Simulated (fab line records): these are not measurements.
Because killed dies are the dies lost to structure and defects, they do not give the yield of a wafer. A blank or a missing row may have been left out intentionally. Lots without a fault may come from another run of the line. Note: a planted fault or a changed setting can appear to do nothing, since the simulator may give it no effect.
Which tool is to blame? | flow nandHarc | 72 wafers from 24 lots sampled at 4 of the route's 1302 steps

== WHAT THE GAUGES SHOWED, per wafer ==
NHARC_A_ONON_D2_THK_MEAS_21: measures by ellipsometry.
lot  | measured     | on           | thkNm (nm)
L074 | day 12 21:11 | filmMetro-02 | 1006 1005 1008
L075 | day 12 21:11 | filmMetro-01 | 1019 1023 1021
L076 | day 13 11:16 | filmMetro-02 | 996 995 996
L077 | day 13 18:52 | filmMetro-01 | 1000 999 999
L078 | day 14 03:38 | filmMetro-02 | 1013 1013 1012
L079 | day 14 23:37 | filmMetro-01 | 994 994 994
L080 | day 15 14:33 | filmMetro-02 | 1010 1008 1011
L081 | day 15 23:56 | filmMetro-01 | 1018 1017 1020
L082 | day 16 10:50 | filmMetro-02 | 1016 1015 1018
L083 | day 17 04:24 | filmMetro-02 | 1011 1012 1010
L084 | day 17 04:22 | filmMetro-02 | 1009 1009 1006
L086 | day 17 15:41 | filmMetro-01 | 996 996 995
L085 | day 17 15:39 | filmMetro-02 | 1002 1002 1003
L089 | day 18 22:27 | filmMetro-01 | 980 980 982
L087 | day 18 22:28 | filmMetro-02 | 982 984 982
L088 | day 19 08:10 | filmMetro-01 | 1000 1000 1002
L091 | day 19 19:42 | filmMetro-02 | 1012 1012 1011
L090 | day 20 02:13 | filmMetro-01 | 1004 1004 1005
L092 | day 20 08:19 | filmMetro-01 | 1008 1010 1008
L093 | day 20 08:19 | filmMetro-02 | 1023 1019 1020
L094 | day 21 08:56 | filmMetro-02 | 1025 1025 1025
L095 | day 21 18:05 | filmMetro-01 | 1000 1000 999
L096 | day 22 00:46 | filmMetro-01 | 1025 1027 1026
L097 | day 22 00:47 | filmMetro-01 | 979 979 979

NHARC_A_CHANNEL_HOLE_D2_CD_MEAS_18.
lot  | measured     | on       | cdNm (nm)
L074 | day 13 03:32 | cdSem-03 | 97.5 102.5 100.3
L075 | day 13 04:50 | cdSem-01 | 98.9 102.5 100.8
L076 | day 13 19:34 | cdSem-02 | 99.7 94.3 102.1
L077 | day 14 03:41 | cdSem-02 | 98.4 94.0 99.4
L078 | day 14 09:47 | cdSem-01 | 101.8 99.2 97.0
L079 | day 15 05:45 | cdSem-02 | 102.1 102.3 99.2
L080 | day 15 21:04 | cdSem-01 | 98.5 99.6 98.1
L081 | day 16 06:11 | cdSem-01 | 96.7 101.3 98.4
L082 | day 17 00:43 | cdSem-03 | 100.8 97.9 102.0
L083 | day 17 15:23 | cdSem-03 | 101.1 100.4 96.9
L084 | day 17 15:14 | cdSem-02 | 94.2 94.9 94.6
L086 | day 17 23:46 | cdSem-03 | 100.0 103.5 102.7
L085 | day 17 22:44 | cdSem-01 | 98.4 99.5 101.1
L089 | day 19 06:58 | cdSem-03 | 99.7 99.3 98.2
L087 | day 19 07:08 | cdSem-01 | 102.2 104.4 101.5
L088 | day 19 14:26 | cdSem-02 | 101.3 96.6 101.3
L091 | day 20 01:51 | cdSem-01 | 95.0 97.5 96.6
L090 | day 20 08:21 | cdSem-03 | 98.5 98.9 100.6
L092 | day 20 16:56 | cdSem-01 | 96.8 98.9 104.1
L093 | day 20 16:25 | cdSem-01 | 98.2 97.5 99.2
L094 | day 21 18:01 | cdSem-01 | 102.5 98.7 98.9
L095 | day 22 00:20 | cdSem-03 | 98.1 98.6 99.4
L096 | day 22 07:02 | cdSem-02 | 104.1 100.6 100.9
L097 | day 22 06:53 | cdSem-01 | 103.6 104.7 101.0

== TOOL THAT RAN EACH LOT (tool first, then ch and the chambers of the sampled wafers, then the start) ==
lot  | NHARC_A_CHANNEL_HOLE_D1_ETCH_44   | NHARC_A_CHANNEL_FILL_D1_STRIP_29
L074 | rieDiel-09 ch 0,2, day 8 22:47    | rieDiel-03 ch 0,2, day 12 21:11 or earlier
L075 | rieDiel-11 ch 1,2, day 9 01:47    | rieDiel-04 ch 0,1,3, day 12 21:11 or earlier
L076 | rieDiel-09 ch 1,3, day 9 14:48    | rieDiel-01 ch 0,1,3, day 13 11:16 or earlier
L077 | rieDiel-11 ch 0,3, day 9 19:55    | rieDiel-04 ch 0,3, day 13 18:52 or earlier
L078 | rieDiel-11 ch 0,1,3, day 10 03:01 | rieDiel-03 ch 0,3, day 14 03:38 or earlier
L079 | rieDiel-09 ch 0,3, day 10 17:44   | rieDiel-03 ch 0,1,2, day 14 23:37 or earlier
L080 | rieDiel-11 ch 1,2, day 11 05:59   | rieDiel-03 ch 1,2,3, day 15 14:33 or earlier
L081 | rieDiel-13 ch 1,2, day 11 21:59   | rieDiel-01 ch 0,1,2, day 15 23:56 or earlier
L082 | rieDiel-11 ch 0,2, day 12 07:04   | rieDiel-01 ch 1,2,3, day 16 10:50 or earlier
L083 | rieDiel-11 ch 0,1,2, day 12 23:14 | rieDiel-01 ch 0,2,3, day 17 04:24 or earlier
L084 | rieDiel-13 ch 0,1, day 13 01:05   | rieDiel-04 ch 2,3, day 17 04:22 or earlier
L086 | rieDiel-11 ch 1,2, day 13 12:32   | rieDiel-01 ch 1,2, day 17 15:41 or earlier
L085 | rieDiel-11 ch 1,2,3, day 13 13:49 | rieDiel-03 ch 0,2,3, day 17 15:39 or earlier
L089 | rieDiel-11 ch 1,2,3, day 14 19:28 | rieDiel-03 ch 0,1, day 18 22:27 or earlier
L087 | rieDiel-11 ch 0,3, day 14 20:11   | rieDiel-04 ch 0,1, day 18 22:28 or earlier
L088 | rieDiel-11 ch 1,2, day 14 23:37   | rieDiel-04 ch 0,2, day 19 08:10 or earlier
L091 | rieDiel-09 ch 0,1,3, day 15 16:01 | rieDiel-01 ch 0,1,3, day 19 19:42 or earlier
L090 | rieDiel-11 ch 1,2,3, day 15 23:05 | rieDiel-04 ch 0,2,3, day 20 02:13 or earlier
L092 | rieDiel-11 ch 0,1, day 16 06:14   | rieDiel-04 ch 0,3, day 20 08:19 or earlier
L093 | rieDiel-13 ch 0,2,3, day 16 09:56 | rieDiel-01 ch 0,1,3, day 20 08:19 or earlier
L094 | rieDiel-11 ch 0,2,3, day 17 03:46 | rieDiel-01 ch 1,2,3, day 21 08:56 or earlier
L095 | rieDiel-11 ch 0,3, day 17 15:53   | rieDiel-01 ch 0,2,3, day 21 18:05 or earlier
L096 | rieDiel-11 ch 0,2,3, day 18 00:14 | rieDiel-03 ch 0,2,3, day 22 00:46 or earlier
L097 | rieDiel-11 ch 0,2,3, day 18 00:39 | rieDiel-04 ch 1,2, day 22 00:47 or earlier
- NHARC_A_CHANNEL_HOLE_D1_ETCH_44: etches the open film in CF4/O2, target depth 140 nm, overetch 14 nm, time 77 s.
- NHARC_A_CHANNEL_FILL_D1_STRIP_29: strips in O2, time 20 s.

== WHAT THE TOOLS THEMSELVES READ (means of the sampled wafers that have a number; where no wafer has one, the mark that the record gives instead) ==
NHARC_A_CHANNEL_HOLE_D1_ETCH_44.
lot  | tool       | drypumpMotorCurrentA (A) | oes_o_777_au (a.u.) | oesProductAu (a.u.) | rfVppV (V) | showerheadPlenumPTorr (Torr) | throttleValvePct (%)
L074 | rieDiel-09 | 6.30                     | 0.999               | 1.012               | 199.8      | 1.41                         | 13.384
L075 | rieDiel-11 | 5.40                     | 1.001               | 1.010               | 199.0      | 1.38                         | 13.401
L076 | rieDiel-09 | 5.16                     | 1.000               | 1.012               | 197.2      | 1.31                         | 13.400
L077 | rieDiel-11 | 5.71                     | 1.001               | 0.997               | 198.4      | 1.37                         | 13.396
L078 | rieDiel-11 | 5.67                     | 1.002               | 0.995               | 198.8      | 1.40                         | 13.391
L079 | rieDiel-09 | 5.36                     | 1.000               | 1.008               | 199.1      | 1.34                         | 13.398
L080 | rieDiel-11 | 5.49                     | 1.000               | 1.014               | 199.0      | 1.40                         | 13.400
L081 | rieDiel-13 | 5.84                     | 1.004               | 1.001               | 198.2      | 1.33                         | 13.397
L082 | rieDiel-11 | 5.43                     | 1.001               | 0.994               | 197.3      | 1.35                         | 13.400
L083 | rieDiel-11 | 5.52                     | 1.001               | 0.998               | 197.8      | 1.37                         | 13.392
L084 | rieDiel-13 | 5.89                     | 1.002               | 1.005               | 197.9      | 1.38                         | 13.399
L086 | rieDiel-11 | 5.41                     | 1.001               | 0.994               | 199.0      | 1.38                         | 13.402
L085 | rieDiel-11 | 5.55                     | 1.005               | 1.001               | 199.2      | 1.40                         | 13.396
L089 | rieDiel-11 | 5.56                     | 1.000               | 1.004               | 199.6      | 1.40                         | 13.397
L087 | rieDiel-11 | 5.75                     | 1.001               | 0.997               | 198.9      | 1.40                         | 13.398
L088 | rieDiel-11 | 5.41                     | 0.997               | 1.003               | 198.6      | 1.38                         | 13.412
L091 | rieDiel-09 | 5.56                     | 1.002               | 1.004               | 198.0      | 1.36                         | 13.394
L090 | rieDiel-11 | 5.57                     | 0.998               | 0.994               | 199.4      | 1.40                         | 13.391
L092 | rieDiel-11 | 5.59                     | 0.999               | 0.996               | 198.9      | 1.40                         | 13.398
L093 | rieDiel-13 | 5.86                     | 1.002               | 1.000               | 198.3      | 1.34                         | 13.399
L094 | rieDiel-11 | 5.60                     | 1.001               | 0.994               | 198.7      | 1.37                         | 13.394
L095 | rieDiel-11 | 5.76                     | 0.999               | 0.991               | 198.5      | 1.39                         | 13.398
L096 | rieDiel-11 | 5.62                     | 0.998               | 0.999               | 199.3      | 1.37                         | 13.396
L097 | rieDiel-11 | 5.59                     | 0.998               | 1.010               | 198.1      | 1.37                         | 13.398

NHARC_A_CHANNEL_FILL_D1_STRIP_29.
lot  | tool       | drypumpMotorCurrentA (A) | oesProductAu (a.u.) | rfVppV (V) | showerheadPlenumPTorr (Torr) | throttleValvePct (%)
L074 | rieDiel-03 | 5.5                      | 1.007               | 57.7       | 3.35                         | 17.034
L075 | rieDiel-04 | 5.8                      | 1.004               | 57.2       | 3.37                         | 17.043
L076 | rieDiel-01 | 6.0                      | 0.990               | 58.1       | 3.38                         | 17.027
L077 | rieDiel-04 | 5.5                      | 0.996               | 57.6       | 3.45                         | 17.033
L078 | rieDiel-03 | 5.7                      | 1.003               | 57.7       | 3.42                         | 17.036
L079 | rieDiel-03 | 5.2                      | 1.006               | 57.4       | 3.37                         | 17.030
L080 | rieDiel-03 | 5.7                      | 1.002               | 57.0       | 3.40                         | 17.041
L081 | rieDiel-01 | 5.9                      | 0.998               | 57.8       | 3.37                         | 17.026
L082 | rieDiel-01 | 5.9                      | 1.007               | 57.5       | 3.33                         | 17.033
L083 | rieDiel-01 | 5.9                      | 0.994               | 57.5       | 3.38                         | 17.029
L084 | rieDiel-04 | 5.7                      | 1.005               | 57.3       | 3.46                         | 17.042
L086 | rieDiel-01 | 5.9                      | 0.999               | 57.8       | 3.32                         | 17.042
L085 | rieDiel-03 | 5.8                      | 1.016               | 57.4       | 3.40                         | 17.037
L089 | rieDiel-03 | 5.1                      | 0.998               | 57.9       | 3.38                         | 17.031
L087 | rieDiel-04 | 5.8                      | 0.985               | 57.0       | 3.29                         | 17.042
L088 | rieDiel-04 | 5.6                      | 0.990               | 57.5       | 3.32                         | 17.032
L091 | rieDiel-01 | 6.0                      | 0.996               | 57.8       | 3.37                         | 17.038
L090 | rieDiel-04 | 5.5                      | 0.988               | 57.5       | 3.38                         | 17.044
L092 | rieDiel-04 | 5.4                      | 0.994               | 56.5       | 3.37                         | 17.036
L093 | rieDiel-01 | 5.9                      | 0.996               | 57.2       | 3.37                         | 17.039
L094 | rieDiel-01 | 5.8                      | 0.995               | 57.3       | 3.32                         | 17.041
L095 | rieDiel-01 | 5.9                      | 0.987               | 56.0       | 3.37                         | 17.046
L096 | rieDiel-03 | 5.8                      | 1.002               | 58.2       | 3.39                         | 17.035
L097 | rieDiel-04 | 6.3                      | 1.003               | 57.6       | 3.30                         | 17.038

== THE ANSWER, worked out from the rows above alone ==
Rule: what is usual is taken from the lots themselves. Put in order of their means at a reading, lots are off if they are a third of the lots or fewer, leave a main group of 4 or more, and stand apart from it by a gap of 3 or more times the standard deviation of the main group's means; of several such gaps the widest counts. A main group is skipped when, at the precision printed for the reading in the tables above, its means are all equal. A lot without any number at a reading at which 4 lots or more have one is off too. All remaining lots with rows at the step are treated as sound. After the gauges, taken in route order, come the tools' own readings; for these a lot's mean is taken, as printed above. The first step at which some lot is off is used, and at that step the reading that is off furthest; a lot without a number counts as furthest.
Nothing can be told from this: no lot is off at any reading shown.

== WHAT THE SIMULATOR HAD INSERTED ==
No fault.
